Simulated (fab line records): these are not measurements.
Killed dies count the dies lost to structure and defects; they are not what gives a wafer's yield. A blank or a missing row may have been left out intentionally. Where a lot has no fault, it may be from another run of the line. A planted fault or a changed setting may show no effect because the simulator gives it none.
Matching of chambers || flow nand harc || 3 sister chambers for NHARC_A_CHANNEL_HOLE_D1_DEP_01 on pecvd-02
The step deposits SiON, target thk 140 nm. 3 wafers are shown with their chamber, then 12 later ones without.

## WAFERS, EACH WITH ITS CHAMBER
{"wafer": "L089.3", "chamber": 1, "heater power w (W)": 630}
{"wafer": "L090.4", "chamber": 2, "heater power w (W)": 823}
{"wafer": "L090.5", "chamber": 0, "heater power w (W)": 609}

## WAFERS WHOSE CHAMBER IS MISSING
{"wafer": "L092.1", "heater power w (W)": 664}
{"wafer": "L092.3", "heater power w (W)": 713}
{"wafer": "L092.6", "heater power w (W)": 707}
{"wafer": "L093.3", "heater power w (W)": 676}
{"wafer": "L093.4", "heater power w (W)": 800}
{"wafer": "L093.5", "heater power w (W)": 666}
{"wafer": "L094.1", "heater power w (W)": 726}
{"wafer": "L094.2", "heater power w (W)": 709}
{"wafer": "L094.5", "heater power w (W)": 741}
{"wafer": "L095.2", "heater power w (W)": 735}
{"wafer": "L095.3", "heater power w (W)": 612}
{"wafer": "L095.5", "heater power w (W)": 662}

## WHICH CHAMBER EACH ONE RAN IN
{"wafer": "L092.1", "from the rows above": "can't be placed: 1 or 0 or 2", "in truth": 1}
{"wafer": "L092.3", "from the rows above": "can't be placed: 1 or 0 or 2", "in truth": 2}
{"wafer": "L092.6", "from the rows above": "can't be placed: 1 or 0 or 2", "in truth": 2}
{"wafer": "L093.3", "from the rows above": "can't be placed: 1 or 0 or 2", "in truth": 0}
{"wafer": "L093.4", "from the rows above": 2, "in truth": 2}
{"wafer": "L093.5", "from the rows above": "can't be placed: 1 or 0 or 2", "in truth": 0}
{"wafer": "L094.1", "from the rows above": "can't be placed: 1 or 2 or 0", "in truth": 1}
{"wafer": "L094.2", "from the rows above": "can't be placed: 1 or 0 or 2", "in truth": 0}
{"wafer": "L094.5", "from the rows above": "can't be placed: 2 or 1 or 0", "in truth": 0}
{"wafer": "L095.2", "from the rows above": "can't be placed: 2 or 1 or 0", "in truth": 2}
{"wafer": "L095.3", "from the rows above": "can't be placed: 0 or 1", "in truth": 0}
{"wafer": "L095.5", "from the rows above": "can't be placed: 1 or 0", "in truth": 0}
Placed correctly: 1 of 12. These rows do not allow placing 11 (true chamber among the candidates in 11). Placed wrongly: 0.
How it was worked out, from the rows above alone: a wafer's distance from a chamber is the root of the sum, over the readings, of the square of ((its reading less the chamber's mean) divided by the reading's scatter). The wafer belongs to the nearest chamber; if the next one is less than 2 further off, it can't be placed. A chamber's mean is the mean of its shown wafers. The scatter: with one shown wafer a chamber, the root of the mean of the squares of how far each hidden wafer lies from its nearest shown one.
